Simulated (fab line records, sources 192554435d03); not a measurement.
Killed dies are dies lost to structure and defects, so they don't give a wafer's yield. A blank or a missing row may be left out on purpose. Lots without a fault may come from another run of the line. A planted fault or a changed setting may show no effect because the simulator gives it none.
A struck lot beside a sound one | flow n5_finfet | 14 steps out of a route of 1938
Sound: wafers L798.1, L798.2, L798.5. Struck: wafers L804.1, L804.3, L804.5. The cause comes at the end.
At each step with rows: each side's tool, then ch and its chambers, then its first start. Under that, the readings that differ: sound wafers | struck wafers | difference of the means | sigmas: that difference in standard deviations of wafers without a fault.
alike: readings whose means differ by less than 2 such deviations, and words and numbers that are the same on both sides. not compared: withheld readings, readings that some wafer has no value for, bounds like >300 that may hide the same value, and numbers for which the record gives no deviation and whose values overlap.
The two part at a step that has a row with sigmas, a row that says differs or no value, or rows on one side only. Numbers that don't overlap but have no deviation are shown without sigmas and don't part them. A reading that every wafer of one side lacks parts them only if that side has two wafers or more.

first, 1 step without rows for these wafers: N5_GATE_CUT_ETCH_19 (etches SiNx in CH3F/O2, target depth 53.7 nm, time 76.7 s).
N5_GATE_CUT_CUT_ETCH_53: etches W in SF6/Cl2, target depth 79.2 nm.
  sound on rie_metal-02 ch 0,1, day 7 20:10; struck on rie_metal-03 ch 0,1, day 9 11:14
  alike: drypump_motor_current_A, etch_rf_on_time_s, oes_product_au, throttle_valve_pct
  not compared: rf_hours_counter_h
then, 1 step without rows for these wafers: N5_GATE_CUT_CUT_ETCH_54 (etches TiN in Cl2/BCl3, target depth 96.7 nm).
N5_GATE_CUT_CUT_ETCH_55: etches HfO2 in BCl3, target depth 3.2 nm.
  sound on rie_metal-02 ch 0,1, day 7 20:17; struck on rie_metal-03 ch 0,1, day 9 11:21
  alike: drypump_motor_current_A, oes_product_au, throttle_valve_pct
  not compared: rf_hours_counter_h
N5_GATE_CUT_ETCH_47: etches SiO2 in Cl2/BCl3, target depth 10 nm.
  sound on rie_metal-02 ch 0,1, day 7 20:19; struck on rie_metal-03 ch 0,1, day 9 11:23
  alike: drypump_motor_current_A, oes_product_au, throttle_valve_pct
  not compared: rf_hours_counter_h
then, 3 steps without rows for these wafers: N5_GATE_CUT_VAPOR_ETCH_48 (etches TiN in BCl3/Cl2); N5_GATE_CUT_VAPOR_ETCH_49 (etches TiAlC in BCl3/Cl2); N5_GATE_CUT_VAPOR_ETCH_51 (etches HfO2 in BCl3/Cl2).
N5_GATE_CUT_STRIP_21: strips in N2/H2, time 30 s.
  sound on plasma_asher-02 ch 0,1, day 7 20:28; struck on plasma_asher-01 ch 0,1, day 9 11:31
  alike: drypump_motor_current_A, heater_power_w
  not compared: rf_hours_counter_h
then, 2 steps without rows for these wafers: N5_GATE_CUT_STRIP_29 (strips in post etch residue remover, time 60 s); N5_GATE_CUT_SRD_52 (time 30 s).
N5_GATE_CUT_ALD_22: deposits SiNx, target thk 16 nm, pulse time 1 s, ald cycles 320.
  sound on ald_sin-01 ch 0,1,2, day 7 20:37; struck on ald_sin-04 ch 1,2, day 9 11:41
  alike: heater_power_w, precursor_pulse_height_rel
N5_GATE_CUT_CMP_23: polishes, stops on SiO2, t overpolish 23.4 s, target thk 16 nm.
  sound on cmp-02 ch 0,1, day 7 22:07; struck on cmp-01 ch 0,2,3, day 9 13:10
  no value came back on the struck wafers for any of 5 readings (edge_zone_pressure_frac, head_pressure_psi (psi) and others); on the sound wafers edge_zone_pressure_frac reads 1.006 1.004 1.007
N5_BEOL_M4_RC_MEAS_101:
  the record has rows for the sound wafers here (prober-01 ch 0, day 11 08:21) and none for the struck ones

WHERE THEY PART
First at N5_GATE_CUT_CMP_23; last, within this record, at N5_BEOL_M4_RC_MEAS_101.

WHY: what the simulator had put in
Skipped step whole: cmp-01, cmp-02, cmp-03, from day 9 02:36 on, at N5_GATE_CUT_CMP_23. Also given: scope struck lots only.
